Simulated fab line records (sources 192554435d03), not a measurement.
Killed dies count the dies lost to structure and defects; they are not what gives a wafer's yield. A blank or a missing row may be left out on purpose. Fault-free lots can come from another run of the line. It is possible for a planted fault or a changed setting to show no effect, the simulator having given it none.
One fault seen from 2 desks | flow n5Finfet | each desk has only its own numbers; what lay behind them comes last

## THE DEFECT DESK
Inspection counts along the route, by lot: the mean over sampled wafers that carry a number. Marked OUT: a lot whose mean sits more than 4 standard deviations from the usual mean, which makes it out of limits; the brackets give that distance.
Columns: A = rawDefectCount at N5_FIN_SAQP_INSPECT_18, usual 417; B = rawDefectCount at N5_FIN_SAQP_INSPECT_40, usual 242; C = rawDefectCount at N5_FIN_CUT_INSPECT_10, usual 44
lot  | first seen here | A               | B              | C
L617 | day 1 21:30     | 271             | 163            | 30
L619 | day 2 09:26     | 353             | 200            | 36
L621 | day 2 23:04     | 413             | 235            | 36
L622 | day 3 04:29     | 402             | 309            | 53
L623 | day 3 09:29     | 359             | 283            | 45
L630 | day 5 05:33     | 403             | 174            | 34
L631 | day 5 11:03     | 314             | 172            | 34
L638 | day 7 03:50     | 1521 (+8.5) OUT | 1282 (+14) OUT | 1077 (+94) OUT
L640 | day 7 15:55     | 1377 (+7.4) OUT | 1269 (+14) OUT | 1083 (+94) OUT
This desk's finding: out of limits on L638, L640; first on L638, day 7 03:50 (rawDefectCount at N5_FIN_SAQP_INSPECT_18). L617, L619, L621, L622, L623, L630, L631 stayed within limits.

## METROLOGY DESK
Lot by lot, what the gauges showed, no matter which tool ran the lot: averages of those sampled wafers that carry a number. Marked OUT: a lot whose mean sits more than 4 standard deviations from the usual mean, which makes it out of limits; the brackets give that distance. Only the readings that lie furthest out on some lot appear, 7 of the 11 it has.
Columns: A = DIBL_N at N5_BEOL_M4_RC_MEAS_101, usual 36.3 mV/V; B = DIBL_P at N5_BEOL_M4_RC_MEAS_101, usual 36.2 mV/V; C = IOFF_N at N5_BEOL_M4_RC_MEAS_101, usual 0.157 nA/um; D = IOFF_P at N5_BEOL_M4_RC_MEAS_101, usual 0.206 nA/um; E = ION_N at N5_BEOL_M4_RC_MEAS_101, usual 673 uA/um; F = ION_P at N5_BEOL_M4_RC_MEAS_101, usual 461 uA/um; G = VT_P at N5_BEOL_M4_RC_MEAS_101, usual -250.6 mV
lot  | first seen here | A    | B    | C     | D     | E   | F   | G
L617 | day 1 21:26     | 35.3 | 35.3 | 0.130 | 0.174 | 668 | 455 | -254.5
L619 | day 2 09:23     | 36.6 | 37.1 | 0.152 | 0.209 | 662 | 457 | -251.4
L621 | day 2 23:01     | 36.2 | 36.7 | 0.150 | 0.209 | 678 | 467 | -250.9
L622 | day 3 04:26     | 35.7 | 36.6 | 0.153 | 0.205 | 665 | 459 | -251.2
L623 | day 3 09:25     | 38.4 | 37.4 | 0.178 | 0.222 | 680 | 467 | -249.2
L630 | day 5 05:29     | 35.5 | 35.4 | 0.157 | 0.206 | 671 | 459 | -250.3
L631 | day 5 10:59     | 36.5 | 36.1 | 0.186 | 0.254 | 685 | 472 | -245.8
L638 | day 7 03:47     | 36.0 | 34.6 | 0.143 | 0.208 | 675 | 468 | -247.3
L640 | day 7 15:52     | 37.0 | 39.3 | 0.193 | 0.216 | 690 | 464 | -248.7
Finding of this desk: none of the 9 lots has anything out of limits.

## TAKEN TOGETHER
The defect desk could have raised an alarm at day 7 03:50, on L638, L640.
Nothing out of limits was seen by the metrology desk.
The metrology desk has L638, L640 on record, within its limits.
N5_FIN_SAQP_PRECLEAN_42 was run on wetBench-05 by each of the lots named.

## WHAT HAD BEEN PUT IN BY THE SIMULATOR
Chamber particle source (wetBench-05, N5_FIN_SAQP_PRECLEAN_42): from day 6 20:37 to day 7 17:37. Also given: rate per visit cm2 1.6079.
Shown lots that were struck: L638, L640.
Hours from the fault's start to each desk's first reading out of limits: the defect desk, 7.
